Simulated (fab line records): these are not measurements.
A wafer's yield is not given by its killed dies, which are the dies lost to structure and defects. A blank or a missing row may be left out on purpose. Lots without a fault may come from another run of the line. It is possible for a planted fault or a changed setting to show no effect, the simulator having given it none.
Matching of chambers ; flow n5-finfet ; 4 sister chambers for N5_DUMMY_GATE_ETCH_44 on rie-si-04
The step etches poly-Si in HBr/O2, stops on SiO2, target depth 127.5 nm. 14 wafers are shown with their chamber, then 7 later ones without.

WAFERS, EACH WITH ITS CHAMBER
wafer;chamber;throttle-valve-pct (%);drypump-motor-current-A (A);oes-product-au (a.u.)
L077.2;3;18.27;5.1;0.724
L077.5;2;18.70;6.2;0.732
L077.6;3;18.27;5.0;0.718
L083.3;1;18.46;5.4;0.731
L083.5;1;18.45;5.4;0.738
L083.6;2;18.71;6.2;0.718
L084.2;0;18.39;5.9;0.723
L084.3;1;18.46;5.4;0.729
L084.5;3;18.28;5.0;0.720
L086.1;2;18.71;6.2;0.722
L086.5;1;18.45;5.4;0.750
L086.6;2;18.70;6.2;0.720
L087.1;2;18.71;6.2;0.710
L087.3;1;18.45;5.4;0.752

SIGNATURES (averages over the wafers above)
reading;chamber 0;chamber 1;chamber 2;chamber 3;scatter within a chamber
throttle-valve-pct;18.3900;18.4540;18.7060;18.2733;0.00554
drypump-motor-current-A;5.900;5.400;6.200;5.033;0.0258
oes-product-au;0.72300;0.74000;0.72040;0.72067;0.00848
Rule: for each reading, subtract the chamber's mean from the wafer's reading, divide by that reading's scatter and square the result; add these up over the readings and take the root, which gives the wafer's distance from the chamber. The wafer belongs to the nearest chamber; if the next one is less than 2 further off, it can't be placed. The scatter is the square root of a quotient: the sum, over the shown wafers, of each reading's squared deviation from its chamber's mean, divided by wafers minus chambers.

WAFERS WHOSE CHAMBER IS MISSING
wafer;throttle-valve-pct (%);drypump-motor-current-A (A);oes-product-au (a.u.)
L087.6;18.44;5.4;0.743
L093.1;18.40;5.9;0.727
L093.2;18.71;6.2;0.710
L093.4;18.26;5.0;0.712
L095.3;18.39;5.9;0.724
L095.5;18.41;5.9;0.717
L095.6;18.28;5.1;0.719

THE CHAMBER EACH PASSED THROUGH
wafer;from the rows above;in truth
L087.6;1;1
L093.1;0;0
L093.2;2;2
L093.4;3;3
L095.3;0;0
L095.5;0;0
L095.6;3;3
Correct placement for 7 of the 7. Number that these rows cannot place: 0. Number placed wrongly: 0.
